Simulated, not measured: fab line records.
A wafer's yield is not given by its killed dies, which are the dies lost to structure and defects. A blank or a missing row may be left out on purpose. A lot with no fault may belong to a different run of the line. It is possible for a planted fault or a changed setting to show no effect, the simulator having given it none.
Which of the tools did it?    flow nand_harc    39 wafers from 13 lots sampled at 5 of the route's 1302 steps

## WHAT THE GAUGES SHOWED, per wafer
NHARC_A_M1_THK_MEAS_24: measures by xrf. Usual: 154.4 nm for thk_nm, sd 1.7.
lot   measured      on             thk_nm (nm)        flag
L765  day 22 18:32  film_metro-01  152.2 150.9 155.7  
L766  day 23 22:29  film_metro-01  156.5 153.4 154.0  
L772  day 26 07:49  film_metro-01  155.2 154.2 150.9  
L775  day 26 20:27  film_metro-02  154.0 153.9 154.8  
L777  day 27 20:04  film_metro-02  154.8 154.4 155.4  
L780  day 28 16:35  film_metro-02  154.7 154.0 155.5  
L782  day 29 22:06  film_metro-01  152.7 152.9 155.0  
L783  day 30 13:40  film_metro-02  153.0 153.7 156.5  
L784  day 31 09:21  film_metro-01  152.0 150.6 153.4  
L785  day 31 14:30  film_metro-01  153.1 156.8 151.9  
L786  day 31 15:40  film_metro-02  153.1 155.4 154.4  
L787  day 31 21:10  film_metro-02  153.1 158.1 152.9  
L788  day 32 02:50  film_metro-01  153.3 156.5 154.3  

NHARC_A_BONDPAD_THK_MEAS_20: measures by xrf. Usual: 169.9 nm for thk_nm, sd 1.6.
lot   measured      on             thk_nm (nm)        flag
L765  day 22 23:04  film_metro-01  168.4 170.2 170.6  
L766  day 24 02:59  film_metro-01  167.5 170.3 167.8  
L772  day 26 12:43  film_metro-01  170.6 170.7 169.7  
L775  day 27 01:07  film_metro-01  167.3 167.8 170.0  
L777  day 28 00:47  film_metro-02  170.2 171.3 169.9  
L780  day 28 21:40  film_metro-02  170.7 166.8 167.3  
L782  day 30 03:40  film_metro-02  171.8 168.8 170.0  
L783  day 30 18:19  film_metro-01  169.1 173.8 170.5  
L784  day 31 13:58  film_metro-02  170.7 171.4 168.4  
L785  day 31 19:15  film_metro-02  170.8 170.2 168.5  
L786  day 31 20:26  film_metro-01  169.4 170.4 169.7  
L787  day 32 02:08  film_metro-02  171.8 174.1 169.6  
L788  day 32 07:25  film_metro-02  171.3 169.2 172.5  

NHARC_END_SORT_01. Usual: for defect_limited_yield, 91 % with a standard deviation of 3; for killed_at_array, 59 with a standard deviation of 20; for killed_at_other, 0.8 with a standard deviation of 1; for killed_at_periphery, 3.2 with a standard deviation of 2.1; for killed_dies, 63 with a standard deviation of 21; for killed_open, 3.0 with a standard deviation of 1.9; for killed_short, 2.3 with a standard deviation of 1.5.
lot   measured      on         defect_limited_yield (%)  killed_at_array  killed_at_other  killed_at_periphery  killed_dies  killed_open  killed_short  flag
L777  day 29 06:05  prober-01  84 86 87                  103 93 85        1 0 0            1 0 3                105 93 88    1 2 5        1 1 2         

## WHICH TOOL RAN EACH LOT (tool, then ch and the chambers of the sampled wafers, then the start)
lot   NHARC_A_M1_PRE_CLEAN_30                  NHARC_A_BONDPAD_STRIP_15
L765  pvd_sputter-03, day 22 18:32 or earlier  rie_diel-11 ch 1,2, day 22 21:07
L766  pvd_sputter-03, day 23 22:29 or earlier  rie_diel-11 ch 0,3, day 24 01:02
L772  pvd_sputter-03, day 26 07:49 or earlier  rie_diel-03 ch 0,1,2, day 26 10:45
L775  pvd_sputter-03, day 26 20:27 or earlier  rie_diel-11 ch 0,2,3, day 26 23:11
L777  pvd_sputter-01, day 27 20:04 or earlier  rie_diel-11 ch 0,2,3, day 27 22:47
L780  pvd_sputter-03, day 28 16:35 or earlier  rie_diel-03 ch 0,2,3, day 28 19:43
L782  pvd_sputter-02, day 29 22:06 or earlier  rie_diel-03 ch 1,2, day 30 00:40
L783  pvd_sputter-01, day 30 13:40 or earlier  rie_diel-11 ch 0,1,3, day 30 16:23
L784  pvd_sputter-03, day 31 09:21 or earlier  rie_diel-05 ch 0,1,2, day 31 12:02
L785  pvd_sputter-02, day 31 14:30 or earlier  rie_diel-11 ch 1,3, day 31 17:14
L786  pvd_sputter-01, day 31 15:40 or earlier  rie_diel-11 ch 1,3, day 31 18:26
L787  pvd_sputter-02, day 31 21:10 or earlier  rie_diel-05 ch 0,1,2, day 31 23:57
L788  pvd_sputter-01, day 32 02:50 or earlier  rie_diel-11 ch 0,2, day 32 05:26
- NHARC_A_M1_PRE_CLEAN_30: time 30 s.
- NHARC_A_BONDPAD_STRIP_15: strips in O2.

## AS READ BY THE TOOLS THEMSELVES (means over the sampled wafers that have a number; for cases with no such wafer, the mark the record gives instead)
NHARC_A_M1_PRE_CLEAN_30. Usual: 431 W for heater_power_w, sd 41.
lot   tool            heater_power_w (W)  flag
L765  pvd_sputter-03  406                 
L766  pvd_sputter-03  352                 
L772  pvd_sputter-03  380                 
L775  pvd_sputter-03  383                 
L777  pvd_sputter-01  465                 
L780  pvd_sputter-03  385                 
L782  pvd_sputter-02  456                 
L783  pvd_sputter-01  454                 
L784  pvd_sputter-03  387                 
L785  pvd_sputter-02  445                 
L786  pvd_sputter-01  460                 
L787  pvd_sputter-02  458                 
L788  pvd_sputter-01  453                 

NHARC_A_BONDPAD_STRIP_15. Usual: chamber_pressure_mTorr 60.00 mTorr, standard deviation 0.063; drypump_motor_current_A 5.9 A, standard deviation 0.39; oes_product_au 0.999 a.u., standard deviation 0.0078; rf_vpp_V 57.7 V, standard deviation 0.93; showerhead_plenum_p_Torr 3.48 Torr, standard deviation 0.1; throttle_valve_pct 17.037 %, standard deviation 0.0095.
lot   tool         chamber_pressure_mTorr (mTorr)  drypump_motor_current_A (A)  oes_product_au (a.u.)  rf_vpp_V (V)  showerhead_plenum_p_Torr (Torr)  throttle_valve_pct (%)  flag
L765  rie_diel-11  60.01                           6.0                          0.997                  58.1          3.45                             17.046                  
L766  rie_diel-11  60.02                           6.3                          0.995                  57.5          3.45                             17.041                  
L772  rie_diel-03  59.97                           5.9                          0.993                  58.4          3.59                             17.036                  
L775  rie_diel-11  51.04                           6.2                          0.989                  57.8          3.45                             17.031                  OFF
L777  rie_diel-11  51.00                           6.2                          0.990                  58.0          3.45                             17.039                  OFF
L780  rie_diel-03  59.99                           5.6                          0.991                  58.9          3.44                             17.032                  
L782  rie_diel-03  60.00                           5.5                          0.992                  57.2          3.66                             17.042                  
L783  rie_diel-11  59.97                           6.1                          1.000                  57.6          3.45                             17.044                  
L784  rie_diel-05  59.97                           5.6                          1.000                  57.8          3.53                             17.042                  
L785  rie_diel-11  59.98                           6.1                          1.001                  58.0          3.46                             17.032                  
L786  rie_diel-11  60.01                           6.2                          0.990                  57.2          3.48                             17.032                  
L787  rie_diel-05  60.06                           5.6                          0.997                  57.5          3.53                             17.041                  
L788  rie_diel-11  60.05                           6.1                          1.002                  58.8          3.44                             17.040                  

## THE ANSWER, worked out from the rows above alone
Rule: take the mean of a lot's wafers that have a number; if it is more than 3 standard deviations from the usual mean, the lot is off. Also off: a lot with no number at a reading for which 4 or more lots have one. Where the step has rows for the other lots, those lots are counted as sound. The gauges are gone through in route order, then the tools' own readings, and for those a lot's mean is taken as printed above. The first step at which some lot is off is used, and at that step the reading that is off furthest; a lot without a number counts as furthest.
Off: L775, L777 (NHARC_A_BONDPAD_STRIP_15, chamber_pressure_mTorr).
A tool fits if, at that step or a process step before it, it ran every lot that is off, and no sound lot after the first of them. With no start given for some of its lots, NHARC_A_M1_PRE_CLEAN_30 uses the hours and lot order of NHARC_A_M1_THK_MEAS_24. None of those tried fits.

## WHAT WAS PUT IN BY THE SIMULATOR
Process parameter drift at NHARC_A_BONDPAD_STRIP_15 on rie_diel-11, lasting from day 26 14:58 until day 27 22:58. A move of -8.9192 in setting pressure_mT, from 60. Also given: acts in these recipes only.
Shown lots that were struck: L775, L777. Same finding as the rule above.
